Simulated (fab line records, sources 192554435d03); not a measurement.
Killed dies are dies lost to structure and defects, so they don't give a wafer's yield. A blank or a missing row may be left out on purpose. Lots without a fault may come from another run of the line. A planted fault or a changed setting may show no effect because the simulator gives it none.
Chamber matching | flow n5_finfet | N5_BEOL_M6_ETCH_65 on rie_diel-06: 4 sister chambers
The step etches SiARC in CF4, target depth 15.6 nm, time 26 s. 4 wafers are shown with their chamber, then 11 later ones without.

WAFERS WITH THEIR CHAMBER
wafer  | chamber | drypump_motor_current_A (A)
L085.6 | 1       | 5.6
L087.2 | 3       | 4.9
L087.5 | 2       | 5.6
L089.2 | 0       | 5.2

WAFERS WITHOUT THEIR CHAMBER
wafer  | drypump_motor_current_A (A)
L089.3 | 4.9
L089.5 | 5.2
L094.1 | 5.6
L094.2 | 5.6
L094.6 | 5.0
L096.1 | 4.9
L096.2 | 5.6
L096.4 | 5.2
L097.1 | 5.7
L097.2 | 5.0
L097.4 | 5.2

WHICH CHAMBER EACH WENT THROUGH
wafer  | from the rows above     | in truth
L089.3 | 3                       | 3
L089.5 | 0                       | 0
L094.1 | can't be placed: 1 or 2 | 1
L094.2 | can't be placed: 1 or 2 | 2
L094.6 | can't be placed: 3 or 0 | 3
L096.1 | 3                       | 3
L096.2 | can't be placed: 1 or 2 | 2
L096.4 | 0                       | 0
L097.1 | can't be placed: 1 or 2 | 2
L097.2 | can't be placed: 3 or 0 | 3
L097.4 | 0                       | 0
Placed correctly: 5 of 11. Can't be placed from these rows: 6 (the true chamber is among the candidates in 6). Placed wrongly: 0.
How it was worked out, from the rows above alone: a wafer's distance from a chamber is the root of the sum, over the readings, of the square of ((its reading less the chamber's mean) divided by the reading's scatter). The wafer belongs to the nearest chamber; if the next one is less than 2 further off, it can't be placed. A chamber's mean is the mean of its shown wafers. The scatter: with one shown wafer a chamber, the root of the mean of the squares of how far each hidden wafer lies from its nearest shown one.
